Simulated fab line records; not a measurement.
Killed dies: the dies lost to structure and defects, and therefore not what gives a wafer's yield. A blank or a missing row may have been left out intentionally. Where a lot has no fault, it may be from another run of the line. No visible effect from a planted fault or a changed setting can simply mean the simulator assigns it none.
Comparing a struck lot with a sound one | flow n5_finfet | 16 steps out of a route of 1938
Sound: the wafers L713.1, L713.4, L713.5. The struck wafers were L710.1, L710.2, L710.6. The cause comes at the end.
Per side, at each step with rows, come the tool, then ch with its chambers, and then its first start. Under that, the readings that differ: sound wafers | struck wafers | difference of the means | sigmas: that difference in standard deviations of wafers without a fault.
alike: same words and numbers on both sides, and readings whose means sit less than 2 such deviations apart. not compared: any withheld reading, any reading some wafer has no value for, any bound like >300 that may hide the same value, and any number with overlapping values for which the record gives no deviation.
The two part at a step that has a row with sigmas, a row that says differs or no value, or rows on one side only. Non-overlapping numbers with no deviation appear without sigmas and do not part them. Lack of a reading on every wafer of one side parts them only where that side has two or more wafers.

first, 8 steps without rows for these wafers: N5_WELL_APT_HMDS_01 (time 60 s); N5_WELL_APT_COAT_02 (resist thk 950 nm); N5_WELL_APT_EBR_04; N5_WELL_APT_SOFTBAKE_03 (time 60 s); N5_WELL_APT_EXPOSE_05 (exposes mask NWELL, defocus 0 nm, target cd 200 nm); N5_WELL_APT_PEB_06 (peb time 90 s); N5_WELL_APT_DEVELOP_07 (develop time 45 s); N5_WELL_APT_HARDBAKE_12 (time 120 s).
N5_WELL_APT_CD_MEAS_08: target cd 200 nm.
  sound on cd_sem-02 ch 0, day 5 02:31; struck on cd_sem-01 ch 0, day 4 07:34
  alike: cd_nm
N5_WELL_APT_OVL_MEAS_09:
  sound on overlay-01 ch 0, day 5 02:32; struck on overlay-01 ch 0, day 4 07:35
  alike: NWELL_OVL
N5_WELL_APT_INSPECT_10: inspects for defects (macro).
  sound on defect_inspect-02 at day 5 02:34; struck on defect_inspect-01 at day 4 07:37
  alike: raw_defect_count
N5_WELL_APT_DESCUM_13: chemistry O2, time 7.9 s.
  sound on rie_diel-05 ch 0,2,3, day 5 02:36; struck on rie_diel-06 ch 2,3, day 4 07:46
  reading                | sound             | struck            | difference | sigmas
  throttle_valve_pct (%) | 20.52 20.50 20.42 | 19.99 20.21 20.21 | -0.34      | -2
  alike: drypump_motor_current_A, oes_product_au, rf_vpp_V, showerhead_plenum_p_Torr
  not compared: rf_hours_counter_h
N5_WELL_APT_IMPLANT_14:
  sound on implanter-01 ch 0, day 5 02:41; struck on implanter-01 ch 0, day 4 08:14
  alike: dose_ions_cm2, rotation_deg
next, for these wafers, 1 step has no rows: N5_WELL_APT_IMPLANT_15.
-- the record jumps here: 7 days lie between the struck wafers' starts before and after (it left off in module WELL_APT and takes up again in module BEOL_M4, whose first step shown is number 1111 of the route) --
N5_BEOL_M4_RC_MEAS_101:
  sound on prober-02 ch 0, day 11 17:36; struck on prober-02 ch 0, day 11 20:07
  reading       | sound          | struck         | difference | sigmas
  SS_N (mV/dec) | 72.2 73.9 72.4 | 70.8 70.7 71.2 | -1.9       | -3
  alike: DIBL_N, DIBL_P, IOFF_N, IOFF_P, ION_N, ION_P, SS_P, VT_N, VT_P
-- the record jumps here: 5 days lie between the struck wafers' starts before and after (it left off in module BEOL_M4 and takes up again in module PASSIVATION, whose first step shown is number 1936 of the route) --
N5_PASSIVATION_PROBE_49:
  record: rows for the struck wafers here (prober-02, day 17 06:17), none for the sound ones

## WHERE THEY PART
First at N5_WELL_APT_DESCUM_13; last, within this record, at N5_PASSIVATION_PROBE_49.

WHY: what had been put in by the simulator
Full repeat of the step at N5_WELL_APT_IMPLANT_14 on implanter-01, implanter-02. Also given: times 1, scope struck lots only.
